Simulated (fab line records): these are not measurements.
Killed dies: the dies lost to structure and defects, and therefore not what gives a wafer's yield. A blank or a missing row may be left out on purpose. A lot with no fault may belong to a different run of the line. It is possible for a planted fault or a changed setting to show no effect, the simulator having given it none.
Which of the tools did it? ; flow nand_harc ; 39 wafers from 13 lots sampled at 4 of the route's 1159 steps

WHAT THE GAUGES READ, wafer by wafer
NHARC_A_M1_CD_MEAS_09: target cd 120 nm. Usual: cd_nm reads 120.1 nm (standard deviation 0.54).
lot;measured;on;cd_nm (nm);flag
L651;day 23 13:21;cd_sem-02;119.7 119.7 120.2;
L658;day 23 14:16;cd_sem-02;120.6 120.3 120.3;
L656;day 23 20:55;cd_sem-03;120.1 120.0 119.8;
L657;day 24 01:28;cd_sem-02;119.6 119.7 119.8;
L660;day 24 01:49;cd_sem-03;119.5 121.0 120.6;
L659;day 24 02:56;cd_sem-02;120.1 120.5 120.0;
L663;day 24 07:30;cd_sem-01;119.2 119.3 119.3;
L667;day 25 10:02;cd_sem-02;119.6 119.5 119.8;
L671;day 25 14:19;cd_sem-01;120.1 119.6 119.7;
L670;day 25 15:49;cd_sem-03;124.3 121.7 125.8;OFF
L662;day 26 05:43;cd_sem-01;119.3 119.5 119.7;
L673;day 26 16:23;cd_sem-01;120.3 120.4 121.6;
L672;day 26 17:38;cd_sem-02;120.0 120.6 119.8;

NHARC_A_M1_OVL_MEAS_10: pitch 240 nm. Usual: overlay_x_nm 0.1 nm, standard deviation 0.72; overlay_y_nm 0.4 nm, standard deviation 0.83.
lot;measured;on;overlay_x_nm (nm);overlay_y_nm (nm);flag
L651;day 23 13:26;overlay-01;1.2 1.1 0.4;0.9 0.7 0.4;
L658;day 23 14:21;overlay-01;-0.4 0.6 0.3;0.7 1.2 0.9;
L656;day 23 21:00;overlay-02;0.3 0.5 0.3;0.0 0.3 -0.1;
L657;day 24 01:34;overlay-02;0.1 -0.1 -0.3;1.6 1.6 1.6;
L660;day 24 01:54;overlay-01;0.6 -0.4 -0.2;1.4 1.5 1.6;
L659;day 24 03:02;overlay-02;-0.1 0.4 0.0;1.1 0.8 0.8;
L663;day 24 07:35;overlay-01;0.7 0.6 0.3;0.8 0.6 0.5;
L667;day 25 10:08;overlay-01;0.0 0.1 0.3;-0.1 -0.2 -0.2;
L671;day 25 14:25;overlay-02;0.1 0.5 0.6;0.8 0.8 1.0;
L670;day 25 15:55;overlay-01;0.5 1.1 0.7;-0.4 -0.1 0.0;
L662;day 26 05:49;overlay-02;-1.7 -0.8 -1.1;0.5 0.5 0.2;
L673;day 26 16:28;overlay-02;0.4 0.8 0.4;0.5 -0.2 -0.1;
L672;day 26 17:44;overlay-01;0.0 -0.1 -0.5;0.0 -0.2 -0.7;

TOOL THAT RAN EACH LOT (tool first, then ch and the chambers of the sampled wafers, then the start)
lot;NHARC_A_M0_DEP_32;NHARC_A_M1_EXPOSE_06
L651;pecvd-02 ch 1,2, day 23 12:08;arfi_scanner-01 ch 0, day 23 13:13
L658;pecvd-02 ch 0,1,2, day 23 13:00;arfi_scanner-03 ch 0, day 23 14:07
L656;pecvd-01 ch 0,1,2, day 23 19:52;arfi_scanner-03 ch 0, day 23 20:47
L657;pecvd-01 ch 0,1, day 24 00:13;arfi_scanner-02 ch 0, day 24 01:20
L660;pecvd-03 ch 0,1,2, day 24 00:39;arfi_scanner-02 ch 0, day 24 01:40
L659;pecvd-03 ch 0,1,2, day 24 01:52;arfi_scanner-02 ch 0, day 24 02:48
L663;pecvd-02 ch 0,1,2, day 24 06:16;arfi_scanner-03 ch 0, day 24 07:22
L667;pecvd-02 ch 0,1,2, day 25 08:29;arfi_scanner-03 ch 0, day 25 09:55
L671;pecvd-01 ch 0,2, day 25 13:05;arfi_scanner-02 ch 0, day 25 14:11
L670;pecvd-03 ch 1,2, day 25 14:28;arfi_scanner-03 ch 0, day 25 15:41
L662;pecvd-03 ch 0,1, day 26 04:36;arfi_scanner-02 ch 0, day 26 05:35
L673;pecvd-01 ch 0,1, day 26 15:18;arfi_scanner-02 ch 0, day 26 16:14
L672;pecvd-01 ch 0,1,2, day 26 16:26;arfi_scanner-01 ch 0, day 26 17:30
- NHARC_A_M0_DEP_32: deposits SiCN, target thk 30 nm.
- NHARC_A_M1_EXPOSE_06: exposes mask A M1, target cd 120 nm.

AS READ BY THE TOOLS THEMSELVES (means over the sampled wafers that have a number; for cases with no such wafer, the mark the record gives instead)
NHARC_A_M0_DEP_32. Usual: heater_power_outer_w 341 W, standard deviation 52; heater_power_w 588 W, standard deviation 82.
lot;tool;heater_power_outer_w (W);heater_power_w (W);flag
L651;pecvd-02;352;567;
L658;pecvd-02;328;535;
L656;pecvd-01;343;587;
L657;pecvd-01;281;509;
L660;pecvd-03;345;644;
L659;pecvd-03;336;643;
L663;pecvd-02;346;558;
L667;pecvd-02;331;555;
L671;pecvd-01;331;576;
L670;pecvd-03;329;625;
L662;pecvd-03;386;704;
L673;pecvd-01;317;533;
L672;pecvd-01;362;599;

NHARC_A_M1_EXPOSE_06. Usual: exposure_dose_mJ_cm2 75.14, standard deviation 0.066; stage_vel_mm_s 499.97 mm/s, standard deviation 0.22.
lot;tool;exposure_dose_mJ_cm2;stage_vel_mm_s (mm/s);flag
L651;arfi_scanner-01;75.19;500.12;
L658;arfi_scanner-03;75.11;500.15;
L656;arfi_scanner-03;75.18;499.81;
L657;arfi_scanner-02;75.14;499.82;
L660;arfi_scanner-02;75.25;499.85;
L659;arfi_scanner-02;75.17;500.22;
L663;arfi_scanner-03;75.18;499.95;
L667;arfi_scanner-03;75.12;499.87;
L671;arfi_scanner-02;75.11;499.89;
L670;arfi_scanner-03;74.15;499.89;OFF
L662;arfi_scanner-02;75.18;499.97;
L673;arfi_scanner-02;75.21;499.80;
L672;arfi_scanner-01;75.13;500.08;

THE ANSWER, worked out from the rows above alone
Rule: a lot is off if the mean of its wafers that have a number lies more than 3 standard deviations from the usual mean. Also off: a lot with no number at a reading for which 4 or more lots have one. Where the step has rows for the other lots, those lots are counted as sound. After the gauges, taken in route order, come the tools' own readings; for these a lot's mean is taken, as printed above. At the first step where some lot is off, the reading lying furthest off is the one used; lots without a number count as furthest.
Off: L670, at NHARC_A_M1_CD_MEAS_09 (cd_nm).
If a tool, at a process step before that reading, ran all the lots that are off and no sound lot after the first of them, it fits. The gauges at NHARC_A_M1_CD_MEAS_09 aren't tried: what is off there is off at NHARC_A_M1_EXPOSE_06 too, on other tools, and a gauge's error can't cause that. One fits: NHARC_A_M1_EXPOSE_06 on arfi_scanner-03. A fault onset in the window from L667 (day 25 09:55, its last sound lot) to L670 (day 25 15:41, its first lot off) fits.
The tool's own readings at NHARC_A_M1_EXPOSE_06 bear it out: on the lots that are off they differ by more than 5 times the standard deviation of the sound lots' means. exposure_dose_mJ_cm2 reads 74.15 there against 75.16 on the sound lots.

WHAT THE SIMULATOR PUT IN
Process parameters drifting: arfi_scanner-03 at NHARC_A_M1_EXPOSE_06, beginning at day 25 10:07. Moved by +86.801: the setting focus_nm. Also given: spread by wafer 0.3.
Shown lots that were struck: L670. The rule above reached the same finding.
